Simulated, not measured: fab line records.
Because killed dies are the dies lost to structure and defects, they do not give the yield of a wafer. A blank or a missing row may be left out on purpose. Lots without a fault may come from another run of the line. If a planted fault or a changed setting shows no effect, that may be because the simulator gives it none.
Matching of chambers | flow n5_finfet | N5_BEOL_M11_DEP_56 on pecvd-04: 3 sister chambers
The step deposits SiCN from 3MS/NH3, target thk 30 nm, time 10.5 s. 3 wafers are shown with their chamber, then 7 later ones without.

== WAFERS, EACH WITH ITS CHAMBER ==
wafer  | chamber | showerhead_plenum_p_Torr (Torr)
L085.5 | 2       | 4.173
L087.2 | 1       | 4.186
L087.4 | 0       | 4.131

== WAFERS WITH NO CHAMBER GIVEN ==
wafer  | showerhead_plenum_p_Torr (Torr)
L087.6 | 4.181
L088.2 | 4.154
L088.3 | 4.183
L088.5 | 4.126
L094.4 | 4.167
L094.5 | 4.131
L094.6 | 4.183

== CHAMBER TAKEN BY EACH ==
wafer  | from the rows above          | in truth
L087.6 | can't be placed: 1 or 2      | 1
L088.2 | can't be placed: 2 or 0 or 1 | 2
L088.3 | can't be placed: 1 or 2      | 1
L088.5 | 0                            | 0
L094.4 | can't be placed: 2 or 1      | 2
L094.5 | 0                            | 0
L094.6 | can't be placed: 1 or 2      | 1
Correct placement for 2 of the 7. These rows do not allow placing 5 (true chamber among the candidates in 5). Wrongly placed: 0.
How it was worked out, from the rows above alone: a wafer's distance from a chamber is the root of the sum, over the readings, of the square of ((its reading less the chamber's mean) divided by the reading's scatter). If the next closest chamber is less than 2 further off than the closest, the wafer can't be placed; otherwise it belongs to the closest. For every chamber, the mean is computed from those of its wafers that are shown. The scatter: root of mean squared gap, hidden wafer to nearest shown wafer, with one shown wafer a chamber.
